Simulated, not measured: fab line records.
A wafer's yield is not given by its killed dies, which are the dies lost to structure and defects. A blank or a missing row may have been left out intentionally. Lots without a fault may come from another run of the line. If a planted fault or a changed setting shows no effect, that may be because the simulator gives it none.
Chamber matching -- flow n5 finfet -- N5_BEOL_M11_STRIP_67 on rie diel-04 has 4 sister chambers
The step strips in CF4. 8 wafers are shown with their chamber, then 7 later ones without.

== WAFERS PAIRED WITH THEIR CHAMBERS ==
wafer,chamber,drypump motor current A (A),showerhead plenum p Torr (Torr)
L075.6,0,4.7,1.69
L081.5,3,6.0,1.78
L081.6,2,5.7,1.84
L090.2,3,5.9,1.78
L090.5,1,6.1,1.76
L090.6,2,5.7,1.83
L089.1,1,6.1,1.76
L089.5,0,4.7,1.68

== WAFERS WITHOUT THEIR CHAMBER ==
wafer,drypump motor current A (A),showerhead plenum p Torr (Torr)
L089.6,6.1,1.76
L093.2,5.8,1.83
L093.4,4.7,1.68
L093.5,5.7,1.83
L094.1,5.9,1.78
L094.2,6.1,1.76
L094.3,5.7,1.83

== WHICH CHAMBER EACH WENT THROUGH ==
wafer,from the rows above,in truth
L089.6,1,1
L093.2,2,2
L093.4,0,0
L093.5,2,2
L094.1,3,3
L094.2,1,1
L094.3,2,2
Placed correctly: 7 of 7. Can't be placed from these rows: 0. 0 placed wrongly.
How it was worked out, from the rows above alone: a wafer's distance from a chamber is the root of the sum, over the readings, of the square of ((its reading less the chamber's mean) divided by the reading's scatter). If the next closest chamber is less than 2 further off than the closest, the wafer can't be placed; otherwise it belongs to the closest. The mean given for a chamber averages the wafers shown for that chamber. The scatter: the root of (the sum of the squares of (reading less its chamber's mean) over the shown wafers, divided by (wafers less chambers)).
